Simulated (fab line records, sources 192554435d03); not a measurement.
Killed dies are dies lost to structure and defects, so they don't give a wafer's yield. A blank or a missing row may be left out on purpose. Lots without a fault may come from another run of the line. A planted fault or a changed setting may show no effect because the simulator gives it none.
A struck lot beside a sound one | flow n5_finfet | 35 steps out of a route of 1938
Sound: wafers L386.2, L386.4, L386.6. Struck: wafer L373.5. (L373.3, L373.4 of the same lot were not struck and are left out.) The cause comes at the end.
At each step with rows: each side's tool, then ch and its chambers, then its first start. Under that, the readings that differ: sound wafers | struck wafers | difference of the means | sigmas: that difference in standard deviations of wafers without a fault.
alike: readings whose means differ by less than 2 such deviations, and words and numbers that are the same on both sides. not compared: withheld readings, readings that some wafer has no value for, bounds like >300 that may hide the same value, and numbers for which the record gives no deviation and whose values overlap.
The two part at a step that has a row with sigmas, a row that says differs or no value, or rows on one side only. Numbers that don't overlap but have no deviation are shown without sigmas and don't part them. A reading that every wafer of one side lacks parts them only if that side has two wafers or more.

first, 9 steps without rows for these wafers: N5_BEOL_M12_COAT_66 (time 60 s, resist thk 110 nm); N5_BEOL_M12_COAT_22 (resist thk 300 nm); N5_BEOL_M12_EBR_24; N5_BEOL_M12_SOFTBAKE_23 (time 60 s); N5_BEOL_M12_EXPOSE_25 (exposes mask M12); N5_BEOL_M12_PEB_26 (peb time 90 s); N5_BEOL_M12_DEVELOP_27 (develop time 45 s); N5_BEOL_M12_HARDBAKE_32 (time 120 s); N5_BEOL_M12_DESCUM_33 (chemistry O2, time 7.9 s).
N5_BEOL_M12_ETCH_67: etches SiARC in CF4, target depth 143 nm, time 238.3 s.
  sound on rie_diel-02 ch 1,2,3, day 16 17:52; struck on rie_diel-01 ch 0, day 12 17:13
  reading               | sound          | struck | difference | sigmas
  etch_rf_on_time_s (s) | 239 241 242    | 231    | -10        | -3
  oes_product_au (a.u.) | 0.69 0.59 0.57 | 0.77   | +0.15      | +2
  alike: cf4_flow_sccm, drypump_motor_current_A, rf_vpp_V, showerhead_plenum_p_Torr, throttle_valve_pct
  not compared: rf_hours_counter_h
then, 24 steps without rows for these wafers: N5_BEOL_M12_ETCH_68 (etches SOC in N2/H2, time 285 s); N5_BEOL_M12_STRIP_69 (strips in N2/H2); N5_BEOL_M12_TRENCH_ETCH_34 (etches SiOC in C4F8/O2/Ar, target depth 318.95 nm, time 125.5 s); N5_BEOL_M12_STRIP_70 (strips in C4F8/O2/Ar); N5_BEOL_M12_STRIP_37 (strips in N2/H2); N5_BEOL_M12_ETCH_38 (etches SiCN in CF4/N2, target depth 68.7 nm, time 73.4 s); N5_BEOL_M12_PRECLEAN_39 (cleans in residue remover, time 60 s); N5_BEOL_M12_SRD_40 (time 30 s, dry time 30 s); N5_BEOL_M12_DEGAS_41 (time 60 s); N5_BEOL_M12_PRE_CLEAN_42 (time 30 s); N5_BEOL_M12_SPUTTER_43 (material TaN, target thk 15 nm, time 24.19 s); N5_BEOL_M12_SPUTTER_44 (material Ta, target thk 10 nm, time 16.13 s); N5_BEOL_M12_SPUTTER_45 (material Cu, target thk 80 nm, time 13.33 s); N5_BEOL_M12_ECD_47 (material Cu, target thk 720 nm); N5_BEOL_M12_ANNEAL_48 (time 90 s); N5_BEOL_M12_CMP_49 (polishes, stops on SiOC, t overpolish 20.6 s, target thk 320 nm); N5_BEOL_M12_PRE_CLEAN_52 (time 15 s); N5_BEOL_M12_DEP_53 (deposits SiCN from 3MS/NH3, target thk 30 nm, time 10.5 s); N5_BEOL_M13_ILD_DEP_00 (deposits SiOC from DEMS/O2, target thk 837.92 nm, time 166.4 s); N5_BEOL_M13_COAT_58 (time 60 s, resist thk 89 nm); N5_BEOL_M13_COAT_04 (resist thk 400 nm); N5_BEOL_M13_EBR_06; N5_BEOL_M13_SOFTBAKE_05 (time 60 s); N5_BEOL_M13_EXPOSE_07 (exposes mask V12).
N5_PASSIVATION_PROBE_49:
  the record has rows for the struck wafers here (prober-02, day 14 06:07) and none for the sound ones

WHERE THEY PART
First at N5_BEOL_M12_ETCH_67; last, within this record, at N5_PASSIVATION_PROBE_49.

WHY: what the simulator had put in
Chamber particle source: rie_diel-01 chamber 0, from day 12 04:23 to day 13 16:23, at N5_BEOL_M12_ETCH_67. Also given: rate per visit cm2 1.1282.
